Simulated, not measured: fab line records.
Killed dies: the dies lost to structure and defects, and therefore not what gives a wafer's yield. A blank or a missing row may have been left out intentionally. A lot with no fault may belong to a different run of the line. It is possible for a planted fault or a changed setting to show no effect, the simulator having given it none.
Problem report, 8D (eight disciplines) form, completed by code	flow n5Finfet	the parts of the form that need people (team, actions taken, sign-off) are left out

## 1. PROBLEM STATEMENT
killed_at_M4_up at N5_PASSIVATION_PROBE_49 reads a mean of 82 on 6 wafers of 2 lots; wafers without a fault read 13 with a standard deviation of 5.2. That is +13 standard deviations from the usual mean.
The first sign was on wafer L133.3 at day 15 18:26, on prober-01. The record holds 6 wafers of 2 lots with a number at this step. Rule for "out" (also "out of limits"): further than 4 standard deviations from the usual mean. All remaining wafers that have a number are taken as sound.

## 2. WHAT IT IS, WHAT IT ISN'T
question	is	is not
which readings at this step	killed_at_M4_up	killed_at_M0_to_M3, killedAtContacts, killedAtFrontEnd, killedAtOther, killedOpen, killedShort, sort_bin_8_speed
which lots	L133, L134	-
which wafers of those lots	all that have a number	-
read on which tools	prober-01	-
when	from day 15 18:26	up to then (0 sound wafers)

## 3. THE SUSPECTS, EACH WITH WHAT RULES IT OUT
Counting: any tool at a process step up to the reading is kept as a suspect provided that every lot that is out went through it and no sound lot did after the first of them.
- rieDiel-01 at N5_BEOL_M7_STRIP_36 (strips in N2/H2): kept. It ran every lot that is out, first L133 (day 12 09:02), and no sound lot after that.
- prober-01 at N5_PASSIVATION_PROBE_49: kept. It ran every lot that is out, first L133 (day 15 18:26), and no sound lot after that. Out on those wafers are its own readings of killed_at_M4_up.
The count leaves prober-01 at N5_PASSIVATION_PROBE_49 and rieDiel-01 at N5_BEOL_M7_STRIP_36.

## 4. THE CAUSE (what the simulator had put in)
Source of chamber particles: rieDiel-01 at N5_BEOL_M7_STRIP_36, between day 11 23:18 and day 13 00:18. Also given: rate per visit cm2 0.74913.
After counting, 2 suspects remain, this tool included.

## 5. THE CHAIN OF EFFECTS, in route order
Each row: a reading whose mean over the struck wafers that have a number lies more than 3 standard deviations from the usual. Only readings whose record carries a usual standard deviation are examined. hours: median over the lots of the time between each lot's start at the first step of this table that gives one and its start at this step. sigmas: the change, counted in usual standard deviations.
hours	step	reading	usual	on struck wafers	change	sigmas
0	N5_PASSIVATION_PROBE_49	defectLimitedYield	91.1 %	86.2	-4.9	-3.3
0	N5_PASSIVATION_PROBE_49	killed_at_M4_up	13	82	+69	+13
0	N5_PASSIVATION_PROBE_49	killedDies	105	163	+58	+3.4
0	N5_PASSIVATION_PROBE_49	sortNPass	1075	1017	-58	-3.4
0	N5_PASSIVATION_PROBE_49	sortYieldPct	91.1 %	86.2	-4.9	-3.3
It contains these process steps:
- N5_PASSIVATION_PROBE_49

## 6. HOW IT WOULD HAVE BEEN CAUGHT EARLIER
91 hours passed between the start of the fault at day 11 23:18 and the first reading out of limits in this record, taken at day 15 18:26.
Of the tool readings at N5_BEOL_M7_STRIP_36 for which the record gives a usual standard deviation, none was out on any struck wafer, so an alarm limit of 4 standard deviations on them would not have fired.
The start of N5_BEOL_M7_STRIP_36 on rieDiel-01 came by day 15 18:26 for every one of the lots that are out (2). Holding the tool at that point would not have protected any of them.
